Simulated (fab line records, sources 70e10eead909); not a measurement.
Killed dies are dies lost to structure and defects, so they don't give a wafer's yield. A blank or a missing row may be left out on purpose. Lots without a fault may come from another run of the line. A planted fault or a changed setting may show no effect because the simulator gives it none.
Which tool did it? | flow nand_harc | 13 lots, 39 wafers sampled, at 6 steps of a route of 1302

WHAT THE GAUGES READ, wafer by wafer
NHARC_A_CHANNEL_FILL_D1_INSPECT_13. Usual: raw_defect_count 317, standard deviation 140.
lot  | measured     | on                | raw_defect_count | flag
L587 | day 11 07:55 | defect_inspect-02 | 208 264 374      |
L588 | day 11 07:55 | defect_inspect-01 | 580 190 205      |
L593 | day 13 01:26 | defect_inspect-02 | 284 347 253      |
L592 | day 13 01:26 | defect_inspect-01 | 394 565 463      |
L594 | day 13 23:30 | defect_inspect-02 | 220 256 272      |
L595 | day 14 02:37 | defect_inspect-01 | 323 686 262      |
L596 | day 14 17:07 | defect_inspect-02 | 285 274 437      |
L604 | day 18 01:53 | defect_inspect-02 | 274 242 269      |
L605 | day 18 10:25 | defect_inspect-02 | 525 188 191      |
L608 | day 19 16:12 | defect_inspect-02 | 398 391 241      |
L607 | day 19 16:12 | defect_inspect-01 | 453 190 236      |
L609 | day 20 04:25 | defect_inspect-01 | 208 236 142      |
L610 | day 20 17:19 | defect_inspect-02 | 220 476 226      |

NHARC_A_ONON_D2_THK_MEAS_08: measures by ellipsometry. Usual: thk_nm 997 nm, standard deviation 11.
lot  | measured     | on            | thk_nm (nm)    | flag
L587 | day 13 06:28 | film_metro-02 | 1003 1002 1003 |
L588 | day 13 06:28 | film_metro-02 | 1006 1005 1005 |
L593 | day 14 14:07 | film_metro-02 | 1003 1002 1002 |
L592 | day 14 14:08 | film_metro-01 | 980 979 978    |
L594 | day 15 08:55 | film_metro-01 | 992 992 995    |
L595 | day 15 12:20 | film_metro-01 | 1000 997 997   |
L596 | day 16 05:31 | film_metro-01 | 994 993 993    |
L604 | day 19 12:56 | film_metro-01 | 995 997 996    |
L605 | day 19 21:33 | film_metro-02 | 1013 1014 1014 |
L608 | day 21 02:56 | film_metro-01 | 993 996 995    |
L607 | day 21 02:56 | film_metro-02 | 1006 1006 1008 |
L609 | day 21 14:09 | film_metro-01 | 999 999 1000   |
L610 | day 22 00:02 | film_metro-02 | 1004 1005 1005 |

NHARC_A_ONON_D2_THK_MEAS_24: measures by ellipsometry. Usual: thk_nm 1002 nm, standard deviation 10.
lot  | measured     | on            | thk_nm (nm)    | flag
L587 | day 13 16:36 | film_metro-02 | 996 997 997    |
L588 | day 13 16:49 | film_metro-01 | 1020 1020 1021 |
L593 | day 15 00:20 | film_metro-02 | 1005 1004 1005 |
L592 | day 15 00:20 | film_metro-02 | 1021 1021 1020 |
L594 | day 15 18:33 | film_metro-02 | 1000 1000 1000 |
L595 | day 15 21:59 | film_metro-02 | 1701 1699 1701 | OFF
L596 | day 16 15:30 | film_metro-01 | 1686 1687 1684 | OFF
L604 | day 19 23:01 | film_metro-01 | 1006 1004 1005 |
L605 | day 20 07:10 | film_metro-01 | 988 988 987    |
L608 | day 21 13:23 | film_metro-02 | 996 997 996    |
L607 | day 21 13:13 | film_metro-02 | 998 998 996    |
L609 | day 22 01:31 | film_metro-01 | 1018 1016 1014 |
L610 | day 22 09:43 | film_metro-01 | 1003 1003 1005 |

NHARC_END_SORT_01. Usual: killed_at_array 58, standard deviation 20; killed_at_other 1.0, standard deviation 1.2; killed_at_periphery 4.1, standard deviation 3; killed_dies 63, standard deviation 20; killed_open 3.2, standard deviation 1.7; killed_short 2.5, standard deviation 1.5.
lot  | measured     | on        | killed_at_array | killed_at_other | killed_at_periphery | killed_dies | killed_open | killed_short | flag
L595 | day 27 08:33 | prober-01 | 675 671 676     | 0 0 0           | 2 6 1               | 677 677 677 | 6 5 1       | 4 5 3        | OFF
L596 | day 27 23:50 | prober-02 | 673 674 675     | 0 0 0           | 4 3 2               | 677 677 677 | 4 2 3       | 2 0 1        | OFF

WHICH TOOL RAN EACH LOT (tool, then ch and the chambers of the sampled wafers, then the start)
lot  | NHARC_A_ONON_D2_DEP_22           | NHARC_A_CHANNEL_HOLE_D2_DEP_01
L587 | pecvd_onon-04 ch 0, day 13 16:06 | pecvd-03 ch 1,2, day 14 03:13
L588 | pecvd_onon-03 ch 0, day 13 16:29 | pecvd-03 ch 0,1,2, day 14 04:17
L593 | pecvd_onon-04 ch 0, day 14 23:49 | pecvd-03 ch 0,1, day 15 04:04
L592 | pecvd_onon-01 ch 0, day 14 23:56 | pecvd-01 ch 0,2, day 15 04:02
L594 | pecvd_onon-04 ch 0, day 15 18:03 | pecvd-03 ch 0,1, day 15 22:49
L595 | pecvd_onon-04 ch 0, day 15 21:29 | -
L596 | pecvd_onon-04 ch 0, day 16 14:59 | -
L604 | pecvd_onon-04 ch 0, day 19 22:33 | pecvd-01 ch 0,1,2, day 20 03:05
L605 | pecvd_onon-04 ch 0, day 20 06:39 | pecvd-04 ch 0,1, day 20 15:05
L608 | pecvd_onon-03 ch 0, day 21 12:52 | pecvd-04 ch 1,2, day 21 19:46
L607 | pecvd_onon-01 ch 0, day 21 12:42 | pecvd-03 ch 0,1,2, day 21 19:25
L609 | pecvd_onon-01 ch 0, day 22 01:01 | pecvd-03 ch 0,1, day 22 05:14
L610 | pecvd_onon-04 ch 0, day 22 09:19 | pecvd-04 ch 0,1, day 22 15:35
- NHARC_A_ONON_D2_DEP_22: target thk 1000 nm.
- NHARC_A_CHANNEL_HOLE_D2_DEP_01: deposits SiON, target thk 140 nm.

WHAT THE TOOLS THEMSELVES READ (means of the sampled wafers that have a number; where no wafer has one, the mark that the record gives instead)
NHARC_A_ONON_D2_DEP_22. Usual: nh3_flow_sccm 499.9 sccm, standard deviation 1.6; susceptor_temp_C 399.96 C, standard deviation 0.2.
lot  | tool          | nh3_flow_sccm (sccm) | susceptor_temp_C (C) | flag
L587 | pecvd_onon-04 | 498.6                | 400.09               |
L588 | pecvd_onon-03 | 499.4                | 399.88               |
L593 | pecvd_onon-04 | 498.5                | 399.69               |
L592 | pecvd_onon-01 | 499.5                | 400.15               |
L594 | pecvd_onon-04 | 501.0                | 399.92               |
L595 | pecvd_onon-04 | 501.3                | 399.99               |
L596 | pecvd_onon-04 | 500.6                | 400.09               |
L604 | pecvd_onon-04 | 500.3                | 399.98               |
L605 | pecvd_onon-04 | 498.2                | 399.99               |
L608 | pecvd_onon-03 | 500.3                | 399.90               |
L607 | pecvd_onon-01 | 499.8                | 400.01               |
L609 | pecvd_onon-01 | 501.1                | 399.76               |
L610 | pecvd_onon-04 | 501.5                | 400.07               |

NHARC_A_CHANNEL_HOLE_D2_DEP_01. Usual: heater_power_w 789 W, standard deviation 94; susceptor_temp_C 400.00 C, standard deviation 0.25.
lot  | tool     | heater_power_w (W) | susceptor_temp_C (C) | flag
L587 | pecvd-03 | 877                | 400.01               |
L588 | pecvd-03 | 802                | 400.28               |
L593 | pecvd-03 | 786                | 399.97               |
L592 | pecvd-01 | 821                | 399.92               |
L594 | pecvd-03 | 744                | 399.82               |
L604 | pecvd-01 | 830                | 399.99               |
L605 | pecvd-04 | 706                | 399.73               |
L608 | pecvd-04 | 780                | 400.09               |
L607 | pecvd-03 | 780                | 399.92               |
L609 | pecvd-03 | 812                | 399.69               |
L610 | pecvd-04 | 681                | 400.22               |

THE ANSWER, worked out from the rows above alone
Rule: a lot is off if the mean of its wafers that have a number lies more than 3 standard deviations from the usual mean. A lot without any number at a reading at which 4 lots or more have one is off too. The other lots that the step has rows for count as sound. The gauges are gone through in route order, then the tools' own readings, and for those a lot's mean is taken as printed above. The first step at which some lot is off is used, and at that step the reading that is off furthest; a lot without a number counts as furthest.
Off: L595, L596, at NHARC_A_ONON_D2_THK_MEAS_24 (thk_nm).
A tool fits if, at a process step before that reading, it ran every lot that is off, and no sound lot after the first of them. The gauges at NHARC_A_ONON_D2_THK_MEAS_24 aren't tried: what is off there is off at NHARC_END_SORT_01 too, on other tools, and a gauge's error can't cause that. None of those tried fits.

WHAT THE SIMULATOR HAD PUT IN
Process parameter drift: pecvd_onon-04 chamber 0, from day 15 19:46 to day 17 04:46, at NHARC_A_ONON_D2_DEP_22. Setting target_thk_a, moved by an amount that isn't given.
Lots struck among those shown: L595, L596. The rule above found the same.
